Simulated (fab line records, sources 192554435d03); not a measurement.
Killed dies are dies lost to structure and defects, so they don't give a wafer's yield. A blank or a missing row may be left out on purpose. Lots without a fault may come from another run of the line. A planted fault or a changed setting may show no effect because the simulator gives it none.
Chamber matching | flow n5_finfet | N5_BEOL_M9_STRIP_67 on rie_diel-03: 4 sister chambers
The step strips in CF4. 4 wafers are shown with their chamber, then 10 later ones without.

WAFERS WITH THEIR CHAMBER
wafer  | chamber | showerhead_plenum_p_Torr (Torr)
L082.2 | 2       | 1.73
L088.5 | 1       | 1.78
L089.1 | 3       | 1.85
L089.5 | 0       | 1.85

WAFERS WITHOUT THEIR CHAMBER
wafer  | showerhead_plenum_p_Torr (Torr)
L089.6 | 1.78
L092.1 | 1.84
L092.3 | 1.78
L092.4 | 1.85
L093.2 | 1.78
L093.4 | 1.72
L093.5 | 1.78
L096.2 | 1.78
L096.4 | 1.84
L096.5 | 1.72

WHICH CHAMBER EACH WENT THROUGH
wafer  | from the rows above     | in truth
L089.6 | 1                       | 1
L092.1 | can't be placed: 0 or 3 | 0
L092.3 | 1                       | 1
L092.4 | can't be placed: 0 or 3 | 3
L093.2 | 1                       | 1
L093.4 | 2                       | 2
L093.5 | 1                       | 1
L096.2 | 1                       | 1
L096.4 | can't be placed: 0 or 3 | 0
L096.5 | 2                       | 2
Placed correctly: 7 of 10. Can't be placed from these rows: 3 (the true chamber is among the candidates in 3). Placed wrongly: 0.
How it was worked out, from the rows above alone: a wafer's distance from a chamber is the root of the sum, over the readings, of the square of ((its reading less the chamber's mean) divided by the reading's scatter). The wafer belongs to the nearest chamber; if the next one is less than 2 further off, it can't be placed. A chamber's mean is the mean of its shown wafers. The scatter: with one shown wafer a chamber, the root of the mean of the squares of how far each hidden wafer lies from its nearest shown one.
